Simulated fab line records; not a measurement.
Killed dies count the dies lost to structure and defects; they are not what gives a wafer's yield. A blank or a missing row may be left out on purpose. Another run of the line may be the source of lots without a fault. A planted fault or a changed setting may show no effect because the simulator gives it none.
fab line records	flow n5-finfet
record: lots: 7	wafers: 21
route steps=1938 shown MOL_CONTACT_COAG@535 BEOL_M2@841 BEOL_M4@1050 BEOL_M5@1160
start-h: hours from the record's opening day to when the first of the lot's shown wafers began	wait-h: hours since the lot's step before	" the same as in the row above	L1.1+2: a single row standing in for several wafers	- no value, or no start was given	* or withheld: withheld	< > ~ a bound
route shown NAME@n: names a module that has steps shown in the file, with the first one's number in the route	usual: average and standard deviation across the fault-free wafers	same: alike in all rows	chamber/n: place in a boat	sites: readings site by site	_std_site: standard deviation across them	_edge_site: inner sites' mean taken away from outer sites' mean	radius-mm: how far each site lies from the wafer's centre	mask NAME#n: copy n	behind: tool/chamber where the wafer was last shaped	hold: reason for holding the lot/hours on hold/outcome of the hold	device: transistor that didn't switch, given as n, p or np	end of line: the route-end tests of the same wafers	a step with no rows: only its recipe	killed: not the wafer's yield, but the dies lost to structure and defects at the first sort	map: the dies of a wafer, with x for killed, . for not killed, _ for no die there
set.NAME: the setting as run; set.NAME@STEP: as run at that earlier step	model.NAME: the simulator's own value behind a step, which no gauge read
one table per step and one row per wafer, for lots whose settings were changed on purpose
== steps ==
step: N5_MOL_CONTACT_COAG_CONTACT_ETCH_14
recipe: chemistry: C4F6/O2	target: SiO2	target-depth-a: 275	overetch-a: 85	mask-material: SOC	pressure-mtorr: 30	source-w: 370	bias-w: 185	Ar_flow_sccm: 300	C4F6_flow_sccm: 16	O2_flow_sccm: 10	time-s: 20	ion-energy-ev: 259.6
usual: rf-vpp-V: 692.7/2.3
lot.wafer	tool	chamber	start-h	wait-h	set.source-w	rf-vpp-V
L082.2	rie-diel-04	0	141.39	0.0	370	693.2
L082.3	"	1	"	"	370	690.7
L082.5	"	3	"	"	370	695.5
L083.4	rie-diel-04	1	150.21	0.0	370	688.9
L083.5	"	2	"	"	335.8	705.9
L083.6	"	0	"	"	370	693.8
L084.2	rie-diel-05	1	154.87	0.0	370	694.3
L084.4	"	2	"	"	370	693.3
L084.5	"	3	"	"	370	691.9
L085.2	rie-diel-03	1	175.08	0.0	370	693.1
L085.3	"	0	"	"	370	689.4
L085.5	"	0	"	"	370	689.8
L088.1	rie-diel-05	2	186.94	0.0	370	693.7
L088.2	"	3	"	"	370	692.0
L088.5	"	2	"	"	370	693.4
L093.1	rie-diel-03	2	204.79	0.0	319.1	722.1
L093.3	"	1	"	"	319.1	732.8
L093.4	"	2	"	"	370	694.6
L096.1	rie-diel-03	2	221.13	0.0	370	694.5
L096.3	"	0	"	"	370	690.7
L096.4	"	3	"	"	324.6	718.5
step: N5_MOL_CONTACT_COAG_STRIP_109
recipe: chemistry: C4F6/O2	resist: SiARC	rf-frequency-hz: 6e+07
step: N5_MOL_CONTACT_COAG_ETCH_15
recipe: chemistry: CH3F/O2	target: SiNx	target-depth-a: 70	mask-material: SOC	stop-on: Si:P	over-etch-frac: 0.75	ion-energy-ev: 120	pressure-mtorr: 30	source-w: 395	bias-w: 73	Ar_flow_sccm: 150	CH3F_flow_sccm: 30	O2_flow_sccm: 20
lot.wafer	tool	chamber	start-h	wait-h	set.dose-mj@MOL_CONTACT_COAG_EXPOSE_05	model.MOL_CONTACT_COAG.cd-offset-nm
L082.2+5	rie-diel-04	0,3	141.42	0.0	40.34	1.2
L082.3	"	1	"	"	38.25	-0.4
L083.4	rie-diel-04	1	150.26	0.0	38.25	0
L083.5	"	2	"	"	38.25	0.4
L083.6	"	0	"	"	37.46	0
L084.2	rie-diel-05	1	154.90	0.0	38.25	-0.2
L084.4	"	2	"	"	36.07	-1.2
L084.5	"	3	"	"	38.25	0.4
L085.2	rie-diel-03	1	175.11	0.0	37.32	-0.2
L085.3	"	0	"	"	37.32	0
L085.5	"	0	"	"	38.25	0.6
L088.1+2+5	rie-diel-05	2,3,2	186.98	0.0	38.25	0.4
L093.1	rie-diel-03	2	204.83	0.0	38.25	-0.2
L093.3	"	1	"	"	38.25	0
L093.4	"	2	"	"	36.47	-1.2
L096.1	rie-diel-03	2	221.16	0.0	38.25	-0.2
L096.3	"	0	"	"	40.61	2
L096.4	"	3	"	"	38.25	0.4
step: N5_MOL_CONTACT_COAG_ETCH_110
recipe: chemistry: CF4/O2	target: Si	target-depth-a: 25	time-s: 8	pressure-mtorr: 100	source-w: 200	bias-w: 12	ion-energy-ev: 60	Ar_flow_sccm: 100	cf4-flow-sccm: 100	O2_flow_sccm: 10
step: N5_MOL_CONTACT_COAG_STRIP_98
recipe: chemistry: N2/H2	power-w: 500	temp-c: 40	pressure-mtorr: 50	rf-frequency-hz: 6e+07	overash-fraction: 0.3	bias-power-w: 8	h2-frac: 0.5	n2-flow-sccm: 300	h2-flow-sccm: 300
step: N5_MOL_CONTACT_COAG_CD_MEAS_99
recipe: target-cd-nm: 17.2	polarity: opening
usual: cd-nm: 17.3/0.44
lot.wafer	tool	chamber	start-h	wait-h	set.dose-mj@MOL_CONTACT_COAG_EXPOSE_05	cd-nm
L082.2	cd-sem-03	-	141.60	-	40.34	19.1
L082.3	"	-	"	"	38.25	16.9
L082.5	"	-	"	"	40.34	18.5
L083.4	cd-sem-03	-	150.42	-	38.25	17.3
L083.5	"	-	"	"	38.25	17.7
L083.6	"	-	"	"	37.46	17.2
L084.2	cd-sem-02	-	155.08	-	38.25	16.8
L084.4	"	-	"	"	36.07	15.7
L084.5	"	-	"	"	38.25	17.7
L085.2	cd-sem-01	-	175.29	-	37.32	17.4
L085.3	"	-	"	"	37.32	16.7
L085.5	"	-	"	"	38.25	18.0
L088.1	cd-sem-02	-	187.16	-	38.25	17.5
L088.2	"	-	"	"	38.25	17.7
L088.5	"	-	"	"	38.25	17.4
L093.1	cd-sem-03	-	205.01	-	38.25	17.1
L093.3	"	-	"	"	38.25	16.9
L093.4	"	-	"	"	36.47	16.3
L096.1	cd-sem-03	-	221.34	-	38.25	16.9
L096.3	"	-	"	"	40.61	19.3
L096.4	"	-	"	"	38.25	17.8
step: N5_MOL_CONTACT_COAG_VIA_ETCH_117
recipe: chemistry: C4F6/O2	target-depth-a: 400	overetch-a: 80	mask-material: SOC	target: SiO2	bias-w: 455	pressure-mtorr: 10	time-s: 26	source-w: 325	Ar_flow_sccm: 300	C4F6_flow_sccm: 10	O2_flow_sccm: 10	ion-energy-ev: 575.3	ends: end-point
usual: rf-vpp-V: 1594/38
lot.wafer	tool	chamber	start-h	wait-h	set.bias-w	rf-vpp-V
L082.2	rie-diel-05	3	151.69	0.0	399.4	1418
L082.3	"	1	"	"	399.4	1382
L082.5	"	3	"	"	455	1564
L083.4	rie-diel-05	1	162.45	0.0	455	1525
L083.5	"	3	"	"	455	1564
L083.6	"	2	"	"	455	1565
L084.2	rie-diel-05	1	169.74	0.0	455	1524
L084.4	"	2	"	"	455	1565
L084.5	"	2	"	"	455	1566
L085.2	rie-diel-03	2	189.76	0.0	455	1610
L085.3	"	3	"	"	455	1607
L085.5	"	3	"	"	455	1606
L088.1	rie-diel-04	3	205.82	0.0	455	1623
L088.2	"	1	"	"	455	1608
L088.5	"	0	"	"	455	1613
L093.1	rie-diel-04	3	218.94	0.0	455	1623
L093.3	"	0	"	"	417.1	1510
L093.4	"	2	"	"	455	1568
L096.1	rie-diel-03	0	233.60	0.0	455	1531
L096.3	"	3	"	"	422.8	1520
L096.4	"	0	"	"	422.8	1449
step: N5_BEOL_M2_ILD_DEP_00
recipe: material: SiOC	target-thk-a: 790	temp-c: 350	precursor: DEMS/O2	pressure-torr: 5	rf-w: 500	time-s: 15.3
lot.wafer	tool	chamber	start-h	wait-h	set.time-s	model.SiOC_of_BEOL_M2_ILD_DEP_00.thk-nm
L082.2	pecvd-04	0	182.43	0.0	16.94	87.6
L082.3	"	1	"	"	15.3	79.8
L082.5	"	1	"	"	16.94	88.6
L083.4	pecvd-04	2	187.94	0.1	15.3	79.6
L083.5	"	0	"	"	15.3	80.4
L083.6	"	1	"	"	15.3	82.4
L084.2	pecvd-01	2	201.67	0.0	17.45	89.8
L084.4	"	1	"	"	15.3	79.4
L084.5	"	0	"	"	17.45	89.4
L085.2	pecvd-04	1	221.27	0.0	13.2	67.8
L085.3	"	1	"	"	15.3	78.4
L085.5	"	1	"	"	13.2	68.8
L088.1	pecvd-04	1	234.64	0.0	15.3	78.2
L088.2	"	0	"	"	15.3	78.4
L088.5	"	2	"	"	15.3	78.8
L093.1	pecvd-04	2	246.20	0.0	17.35	89
L093.3	"	0	"	"	15.3	78.4
L093.4	"	0	"	"	17.35	90.2
L096.1	pecvd-02	0	265.49	0.0	16.91	87.8
L096.3	"	1	"	"	15.3	80.8
L096.4	"	1	"	"	15.3	82
step: N5_BEOL_M2_THK_MEAS_01
recipe: reads: SiOC_of_BEOL_M2_ILD_DEP_00
usual: M2_ILD_THK: 79.2/1.1
lot.wafer	tool	chamber	start-h	wait-h	set.time-s@BEOL_M2_ILD_DEP_00	M2_ILD_THK[nm]
L082.2	film-metro-02	-	182.49	0.1	16.94	87.7
L082.3	"	-	"	"	15.3	79.7
L082.5	"	-	"	"	16.94	88.5
L083.4	film-metro-02	-	187.99	0.0	15.3	79.7
L083.5	"	-	"	"	15.3	80.5
L083.6	"	-	"	"	15.3	82.4
L084.2	film-metro-02	-	201.73	0.1	17.45	89.7
L084.4	"	-	"	"	15.3	79.2
L084.5	"	-	"	"	17.45	89.4
L085.2	film-metro-02	-	221.36	0.1	13.2	67.7
L085.3	"	-	"	"	15.3	78.4
L085.5	"	-	"	"	13.2	68.8
L088.1	film-metro-01	-	234.70	0.0	15.3	78.1
L088.2	"	-	"	"	15.3	78.4
L088.5	"	-	"	"	15.3	78.7
L093.1	film-metro-01	-	246.26	0.0	17.35	89.0
L093.3	"	-	"	"	15.3	78.4
L093.4	"	-	"	"	17.35	90.3
L096.1	film-metro-01	-	265.55	0.0	16.91	87.8
L096.3	"	-	"	"	15.3	80.7
L096.4	"	-	"	"	15.3	81.9
step: N5_BEOL_M2_DEP_57
recipe: material: SiCN	target-thk-a: 80	temp-c: withheld	precursor: 3MS/NH3	pressure-torr: 3	rf-w: 202	time-s: 14
lot.wafer	tool	chamber	start-h	wait-h	set.time-s	model.SiCN_of_BEOL_M2_DEP_57.thk-nm
L082.2	pecvd-01	2	192.57	0.0	16.09	9.2
L082.3	"	1	"	"	16.09	9
L082.5	"	0	"	"	14	8.2
L083.4	pecvd-04	0	196.39	0.0	14	8
L083.5+6	"	1,2	"	"	12.94	7.4
L084.2	pecvd-01	0	207.77	0.0	12.37	6.8
L084.4	"	0	"	"	14	8.2
L084.5	"	2	"	"	12.37	7.2
L085.2	pecvd-01	0	230.54	0.0	14	7.8
L085.3	"	1	"	"	14	7.6
L085.5	"	2	"	"	15.36	8.6
L088.1	pecvd-02	2	243.50	0.0	14	8
L088.2	"	1	"	"	14	7.8
L088.5	"	1	"	"	14	8.2
L093.1+4	pecvd-02	0	255.41	0.0	13.11	7.4
L093.3	"	2	"	"	14	8
L096.1+4	pecvd-02	2,1	274.03	0.0	14	8
L096.3	"	1	"	"	13.41	7.4
step: N5_BEOL_M4_COAT_22
recipe: resist: CAR-EUV	spin-rpm: 1500	resist-thk-nm: 30
lot.wafer	tool	chamber	start-h	wait-h	set.spin-rpm	model.CAR-EUV_of_BEOL_M4_COAT_22.thk-nm
L082.2+5	litho-track-02	0	-	-	1500	30.2
L082.3	"	0	"	"	1500	30
L083.4	litho-track-02	0	-	-	1500	30
L083.5+6	"	0	"	"	1500	30.2
L084.2	litho-track-02	0	-	-	1452	30.8
L084.4+5	"	0	"	"	1500	30.2
L085.2	litho-track-03	0	-	-	1500	30
L085.3+5	"	0	"	"	1358	31.4
L088.1+2+5	litho-track-03	0	-	-	1500	30
L093.1	litho-track-02	0	-	-	1654	28.4
L093.3+4	"	0	"	"	1654	28.6
L096.1+3	litho-track-03	0	-	-	1500	30
L096.4	"	0	"	"	1573	29.2
step: N5_BEOL_M4_EXPOSE_25
recipe: mask-id: V3	na: 0.33	source-shape: quasar	sigma-inner: 0.2	sigma-outer: 0.8	polarization: unpolarized	defocus-nm: 5	dose-mj: 63
lot.wafer	tool	chamber	start-h	wait-h	mask	set.dose-mj
L082.2+3+5	euv-scanner-01	0	204.69	-	V3#0	63
L083.4+6	euv-scanner-01	0	205.57	-	V3#0	59.5
L083.5	"	0	"	"	V3#0	63
L084.2+4	euv-scanner-02	0	221.54	-	V3#0	63
L084.5	"	0	"	"	V3#0	66.87
L085.2+5	euv-scanner-01	0	241.64	-	V3#0	61.5
L085.3	"	0	"	"	V3#0	63
L088.1+2+5	euv-scanner-01	0	256.26	-	V3#0	63
L093.1+4	euv-scanner-01	0	268.49	-	V3#0	59.79
L093.3	"	0	"	"	V3#0	63
L096.1+3+4	euv-scanner-01	0	294.99	-	V3#0	67.61
step: N5_BEOL_M4_PEB_26
recipe: peb-temp-c: 100	peb-time-s: 60	resist: CAR-EUV
step: N5_BEOL_M4_DEVELOP_27
recipe: develop-time-s: 30	developer: TMAH	resist: CAR-EUV	rinse-liquid: surfactant-rinse	dry: air-spin	dev-temp-c: 23
lot.wafer	tool	chamber	start-h	wait-h	set.spin-rpm@BEOL_M4_COAT_22	model.CAR-EUV_of_BEOL_M4_COAT_22.thk-nm
L082.2+3+5	litho-track-03	0	-	-	1500	29.6
L083.4+5+6	litho-track-04	0	-	-	1500	29.6
L084.2	litho-track-02	0	-	-	1452	30.2
L084.4	"	0	"	"	1500	29.8
L084.5	"	0	"	"	1500	29.6
L085.2	litho-track-03	0	-	-	1500	29.6
L085.3+5	"	0	"	"	1358	31
L088.1+2+5	litho-track-04	0	-	-	1500	29.6
L093.1+3	litho-track-02	0	-	-	1654	28
L093.4	"	0	"	"	1654	28.2
L096.1+3	litho-track-04	0	-	-	1500	29.4
L096.4	"	0	"	"	1573	28.8
step: N5_BEOL_M4_DESCUM_33
recipe: chemistry: O2	time-s: 7	source-power-w: 50	bias-power-w: 20	pressure-mtorr: 20	rf-frequency-hz: 2.712e+07	temp-c: 40	resist: CAR-EUV	o2-flow-sccm: 225
lot.wafer	tool	chamber	start-h	wait-h	set.spin-rpm@BEOL_M4_COAT_22	model.CAR-EUV_of_BEOL_M4_COAT_22.thk-nm
L082.2+3+5	rie-diel-03	1,2,1	205.09	0.2	1500	26.2
L083.4+5+6	rie-diel-05	3,0,1	205.83	0.0	1500	26.2
L084.2	rie-diel-05	1	221.90	0.1	1452	26.8
L084.4+5	"	1,2	"	"	1500	26.2
L085.2	rie-diel-04	2	242.30	0.4	1500	26
L085.3+5	"	0	"	"	1358	27.6
L088.1+5	rie-diel-03	3,0	256.63	0.1	1500	26
L088.2	"	1	"	"	1500	26.2
L093.1	rie-diel-04	2	268.76	0.0	1654	24.4
L093.3+4	"	0,3	"	"	1654	24.6
L096.1+3	rie-diel-05	3,1	295.72	0.5	1500	26
L096.4	"	2	"	"	1573	25.4
step: N5_BEOL_M4_ALD_98
recipe: material: SiO2	target-thk-a: 25	temp-c: 100	ald-precursor-family: BDEAS	ald-co-reactant: O2-plasma	pulse-time-s: 1	co-reactant-pulse-time-s: 1	purge-time-s: 2	co-reactant-purge-time-s: 2	ald-cycles: 17	pressure-torr: 2
lot.wafer	tool	chamber	start-h	wait-h	set.temp-c
L082.2+3	ald-sin-03	2,0	205.64	0.5	100
L082.5	"	0	"	"	104.4
L083.4+5+6	ald-sin-03	0,2,1	206.26	0.3	100
L084.2+4+5	ald-sin-03	2,0,1	222.03	0.1	100
L085.2+3	ald-sin-04	0,2	242.43	0.1	102
L085.5	"	0	"	"	100
L088.1+2+5	ald-sin-01	2,1,0	256.76	0.1	100
L093.1+3	ald-sin-03	0,1	268.89	0.1	100
L093.4	"	2	"	"	98.05
L096.1+4	ald-sin-03	0,1	295.86	0.1	104.3
L096.3	"	3	"	"	100
step: N5_BEOL_M4_ETCHBACK_99
recipe: chemistry: CHF3	target: SiO2	target-depth-a: 50	time-s: 10.4	source-w: 215	bias-w: 47	Ar_flow_sccm: 200	CHF3_flow_sccm: 12	ion-energy-ev: 100	pressure-mtorr: 30
lot.wafer	tool	chamber	start-h	wait-h	set.spin-rpm@BEOL_M4_COAT_22	model.CAR-EUV_of_BEOL_M4_COAT_22.thk-nm
L082.2+5	rie-diel-03	0,1	207.28	1.6	1500	10.6
L082.3	"	1	"	"	1500	10.4
L083.4+5+6	rie-diel-04	1,0,3	207.41	1.1	1500	10.4
L084.2	rie-diel-05	0	224.80	2.7	1452	11
L084.4+5	"	2,0	"	"	1500	10.4
L085.2	rie-diel-03	2	244.98	2.5	1500	10.4
L085.3+5	"	3,1	"	"	1358	12
L088.1+5	rie-diel-05	2,1	263.49	6.7	1500	10.4
L088.2	"	1	"	"	1500	10.6
L093.1+3	rie-diel-03	0,2	269.01	0.1	1654	8.8
L093.4	"	1	"	"	1654	9
L096.1	rie-diel-04	1	296.22	0.3	1500	10.4
L096.3	"	2	"	"	1500	10.2
L096.4	"	3	"	"	1573	9.6
step: N5_BEOL_M5_TRENCH_ETCH_37
recipe: chemistry: C4F6/O2	target-depth-a: 716.52	target: SiCOH_lowk	time-s: 24.7	ion-energy-ev: 250	pressure-mtorr: 30	source-w: 345	bias-w: 185	Ar_flow_sccm: 300	C4F6_flow_sccm: 10	O2_flow_sccm: 10
lot.wafer	tool	chamber	start-h	wait-h	set.time-s	model.BEOL_M5.feature-depth-nm	model.etch.depth-nm
L082.2	rie-diel-01	0	-	-	24.7	74	74.06
L082.3	"	1	"	"	29.33	83.8	83.71
L082.5	"	3	"	"	29.33	84.4	84.42
L083.4	rie-diel-02	0	-	-	24.7	69.8	69.83
L083.5	"	1	"	"	30.07	86.4	86.34
L083.6	"	2	"	"	30.07	87.6	87.7
L084.2	rie-diel-01	0	-	-	24.7	73.4	73.37
L084.4	"	1	"	"	27.99	78	78.04
L084.5	"	3	"	"	24.7	70	69.99
L085.2	rie-diel-01	1	-	-	24.7	70.4	70.39
L085.3	"	3	"	"	24.7	70.2	70.27
L085.5	"	1	"	"	24.7	69.8	69.82
L088.1	rie-diel-01	2	-	-	24.7	70.6	70.6
L088.2	"	3	"	"	24.7	69	68.93
L088.5	"	1	"	"	24.7	69	68.91
L093.1	rie-diel-06	0	-	-	24.7	74.6	74.66
L093.3	"	1	"	"	27.17	79.2	79.25
L093.4	"	2	"	"	27.17	80.6	80.51
L096.1	rie-diel-02	0	-	-	24.7	70.8	70.84
L096.3	"	2	"	"	21.67	64	63.93
L096.4	"	3	"	"	24.7	73	73.04
== key ==
split: step: N5_MOL_CONTACT_COAG_CONTACT_ETCH_14	setting: source-w	stated: 370	by: wafer
response: step: N5_MOL_CONTACT_COAG_CONTACT_ETCH_14	reading: rf-vpp-V	change: -2.13	per: 1%	r: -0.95
split: step: N5_MOL_CONTACT_COAG_VIA_ETCH_117	setting: bias-w	stated: 455	by: wafer
response: step: N5_MOL_CONTACT_COAG_VIA_ETCH_117	reading: rf-vpp-V	change: +11.4	per: 1%	r: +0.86
split: step: N5_BEOL_M2_ILD_DEP_00	setting: time-s	stated: 15.3	by: wafer
response: step: N5_BEOL_M2_ILD_DEP_00	reading: model.SiOC_of_BEOL_M2_ILD_DEP_00.thk-nm	change: +0.744	per: 1%	r: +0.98
response: step: N5_BEOL_M2_THK_MEAS_01	reading: M2_ILD_THK	change: +0.749	per: 1%	r: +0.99
split: step: N5_BEOL_M2_DEP_57	setting: time-s	stated: 14	by: wafer
response: step: N5_BEOL_M2_DEP_57	reading: model.SiCN_of_BEOL_M2_DEP_57.thk-nm	change: +0.0828	per: 1%	r: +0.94
split: step: N5_BEOL_M4_COAT_22	setting: spin-rpm	stated: 1500	by: wafer
response: step: N5_BEOL_M4_COAT_22	reading: model.CAR-EUV_of_BEOL_M4_COAT_22.thk-nm	change: -0.154	per: 1%	r: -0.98
response: step: N5_BEOL_M4_DEVELOP_27	reading: model.CAR-EUV_of_BEOL_M4_COAT_22.thk-nm	change: -0.144	per: 1%	r: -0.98
response: step: N5_BEOL_M4_DESCUM_33	reading: model.CAR-EUV_of_BEOL_M4_COAT_22.thk-nm	change: -0.162	per: 1%	r: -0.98
response: step: N5_BEOL_M4_ETCHBACK_99	reading: model.CAR-EUV_of_BEOL_M4_COAT_22.thk-nm	change: -0.166	per: 1%	r: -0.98
split: step: N5_BEOL_M4_EXPOSE_25	setting: dose-mj	stated: 63	by: wafer
response none clear
split: step: N5_BEOL_M4_ALD_98	setting: temp-c	stated: 100	by: wafer
response none clear
split: step: N5_BEOL_M5_TRENCH_ETCH_37	setting: time-s	stated: 24.7	by: wafer
response: step: N5_BEOL_M5_TRENCH_ETCH_37	reading: model.BEOL_M5.feature-depth-nm	change: +0.637	per: 1%	r: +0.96
response: step: N5_BEOL_M5_TRENCH_ETCH_37	reading: model.etch.depth-nm	change: +0.636	per: 1%	r: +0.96
split outside-this-file step=N5_MOL_CONTACT_COAG_EXPOSE_05 setting=dose-mj
split outside-this-file: this setting was split too, and the file shows its column; the key of that split is in another file
